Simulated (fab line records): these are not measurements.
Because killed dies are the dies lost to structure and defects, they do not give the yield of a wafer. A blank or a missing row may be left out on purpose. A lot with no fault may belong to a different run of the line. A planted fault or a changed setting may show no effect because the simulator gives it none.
Matching of chambers || flow nandHarc || 4 sister chambers for NHARC_P_ZERO_WELL_DESCUM_54 on rieDiel-07
The step chemistry O2, time 3 s. 8 wafers are shown with their chamber, then 7 later ones without.

## WAFERS WITH THEIR CHAMBER
{"wafer": "L564.1", "chamber": 0, "showerheadPlenumPTorr (Torr)": 2.01, "drypumpMotorCurrentA (A)": 5.2}
{"wafer": "L564.5", "chamber": 3, "showerheadPlenumPTorr (Torr)": 1.78, "drypumpMotorCurrentA (A)": 5.4}
{"wafer": "L567.6", "chamber": 2, "showerheadPlenumPTorr (Torr)": 1.87, "drypumpMotorCurrentA (A)": 5.2}
{"wafer": "L568.1", "chamber": 2, "showerheadPlenumPTorr (Torr)": 1.87, "drypumpMotorCurrentA (A)": 5.1}
{"wafer": "L568.4", "chamber": 1, "showerheadPlenumPTorr (Torr)": 1.76, "drypumpMotorCurrentA (A)": 5.9}
{"wafer": "L568.5", "chamber": 0, "showerheadPlenumPTorr (Torr)": 2.00, "drypumpMotorCurrentA (A)": 5.2}
{"wafer": "L570.1", "chamber": 3, "showerheadPlenumPTorr (Torr)": 1.77, "drypumpMotorCurrentA (A)": 5.4}
{"wafer": "L570.3", "chamber": 1, "showerheadPlenumPTorr (Torr)": 1.76, "drypumpMotorCurrentA (A)": 5.9}

## WAFERS MISSING THEIR CHAMBER
{"wafer": "L570.6", "showerheadPlenumPTorr (Torr)": 1.76, "drypumpMotorCurrentA (A)": 5.9}
{"wafer": "L572.2", "showerheadPlenumPTorr (Torr)": 2.00, "drypumpMotorCurrentA (A)": 5.2}
{"wafer": "L572.3", "showerheadPlenumPTorr (Torr)": 2.07, "drypumpMotorCurrentA (A)": 5.4}
{"wafer": "L572.6", "showerheadPlenumPTorr (Torr)": 2.07, "drypumpMotorCurrentA (A)": 5.4}
{"wafer": "L574.3", "showerheadPlenumPTorr (Torr)": 2.07, "drypumpMotorCurrentA (A)": 5.4}
{"wafer": "L574.4", "showerheadPlenumPTorr (Torr)": 2.07, "drypumpMotorCurrentA (A)": 5.4}
{"wafer": "L574.6", "showerheadPlenumPTorr (Torr)": 1.86, "drypumpMotorCurrentA (A)": 5.2}

## WHICH CHAMBER EACH WENT THROUGH
{"wafer": "L570.6", "from the rows above": 1, "in truth": 1}
{"wafer": "L572.2", "from the rows above": 0, "in truth": 0}
{"wafer": "L572.3", "from the rows above": 0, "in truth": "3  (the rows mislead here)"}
{"wafer": "L572.6", "from the rows above": 0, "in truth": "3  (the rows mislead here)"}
{"wafer": "L574.3", "from the rows above": 0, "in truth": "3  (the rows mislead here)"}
{"wafer": "L574.4", "from the rows above": 0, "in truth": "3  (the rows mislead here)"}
{"wafer": "L574.6", "from the rows above": 2, "in truth": 2}
Correct placement for 3 of the 7. Can't be placed from these rows: 0. Placed wrongly: 4.
How it was worked out, from the rows above alone: a wafer's distance from a chamber is the root of the sum, over the readings, of the square of ((its reading less the chamber's mean) divided by the reading's scatter). The wafer belongs to the nearest chamber; if the next one is less than 2 further off, it can't be placed. The mean given for a chamber averages the wafers shown for that chamber. The scatter: the root of (the sum of the squares of (reading less its chamber's mean) over the shown wafers, divided by (wafers less chambers)).
